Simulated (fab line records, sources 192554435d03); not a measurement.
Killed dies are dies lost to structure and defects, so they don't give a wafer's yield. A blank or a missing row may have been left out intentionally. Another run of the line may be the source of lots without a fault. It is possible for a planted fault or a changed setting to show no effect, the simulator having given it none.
Comparing a struck lot with a sound one + flow n5-finfet + 14 out of 1938 route steps
Sound: the wafers L763.2, L763.4, L763.6. Struck: wafer L766.4; the same lot's L766.2 was not struck, so it is left out; see the end for the cause.
Per side, at each step with rows, come the tool, then ch with its chambers, and then its first start. Under that, the readings that differ: sound wafers + struck wafers + difference of the means + sigmas: that difference in standard deviations of wafers without a fault.
alike: readings whose means differ by less than 2 such deviations, and words and numbers that are the same on both sides. not compared: withheld readings, readings that some wafer has no value for, bounds like >300 that may hide the same value, and numbers for which the record gives no deviation and whose values overlap.
A row with sigmas, a row that says differs or no value, or rows on one side alone: a step with any of these is where the two part. Numbers that have no deviation but don't overlap get no sigmas and don't part them. A reading missing from all wafers of one side parts the sides only when that side holds two or more wafers.

N5_BEOL_M9_STRIP_80: strips in N2/H2, time 10 s.
  sound on rie-diel-06 ch 0,1,3; struck on rie-diel-05 ch 1
  alike: drypump-motor-current-A, oes-product-au, rf-vpp-V, showerhead-plenum-p-Torr, throttle-valve-pct
  not compared: rf-hours-counter-h
N5_BEOL_M9_OCD_MEAS_38:
  sound: ocd-02 at day 10 08:26; struck: ocd-01 at day 10 20:59
  alike: trench-depth-nm
then, 4 steps without rows for these wafers: N5_BEOL_M9_HM_STRIP_39 (strips TiN in peroxide tin strip, target depth 25 nm, time 158 s); N5_BEOL_M9_SRD_40 (time 30 s); N5_BEOL_M9_PRECLEAN_42 (cleans in residue remover, time 60 s); N5_BEOL_M9_SRD_43 (time 30 s).
N5_BEOL_M9_CD_MEAS_35: target cd 70 nm, target cd y 40 nm.
  sound: cd-sem-01 at day 10 08:35; struck: cd-sem-02 at day 10 21:09
  alike: cd-nm
N5_BEOL_M9_CURE_72: cures SiCOH lowk, time 120 s.
  sound on uv-cure-01 ch 1, day 10 08:41; struck on uv-cure-02 ch 2, day 10 21:14
  alike: lamp-power-pct, wafer_temp_C_max
N5_BEOL_M9_DEGAS_44: time 60 s.
  sound: pvd-sputter-01 at day 10 09:18; struck: pvd-sputter-02 at day 10 21:44
  alike: heater-power-w, susceptor-temp-C
N5_BEOL_M9_PRE_CLEAN_45: time 30 s.
  sound: pvd-sputter-01 at day 10 09:20; struck: pvd-sputter-02 at day 10 21:46
  alike: heater-power-w, susceptor-temp-C
N5_BEOL_M9_ALD_74: deposits TaN, target thk 2 nm, pulse time 2 s, purge time 3 s.
  sound on ald-metal-01 ch 1,2,3, day 10 09:38; struck on ald-metal-01 ch 1, day 10 21:50
| reading                               | sound             | struck | difference | sigmas |
|---------------------------------------|-------------------|--------|------------|--------|
| precursor-vessel-pressure-torr (Torr) | 26.17 26.26 26.27 | 26.36  | +0.13      | +2     |
  alike: heater-power-w, susceptor-temp-C
following that, these wafers have no rows for 1 step: N5_BEOL_M9_SURFACE_TREAT_79.
N5_BEOL_M9_CVD_78: deposits Co from CCTBA/H2, target thk 2 nm, time 138.9 s.
  sound on cvd-co-01 ch 1,2, day 10 11:11; struck on cvd-co-01 ch 0, day 10 22:14
| reading          | sound             | struck | difference | sigmas |
|------------------|-------------------|--------|------------|--------|
| run-length-s (s) | 162.5 162.9 162.8 | 115.8  | -46.9      | -87    |
then, 1 step without rows for these wafers: N5_BEOL_M9_SPUTTER_48 (material Cu, target thk 12 nm, time 2 s).

## WHERE THEY PART
Last at N5_BEOL_M9_CVD_78 as far as this record goes, first at N5_BEOL_M9_ALD_74.

WHY: what had been put in by the simulator
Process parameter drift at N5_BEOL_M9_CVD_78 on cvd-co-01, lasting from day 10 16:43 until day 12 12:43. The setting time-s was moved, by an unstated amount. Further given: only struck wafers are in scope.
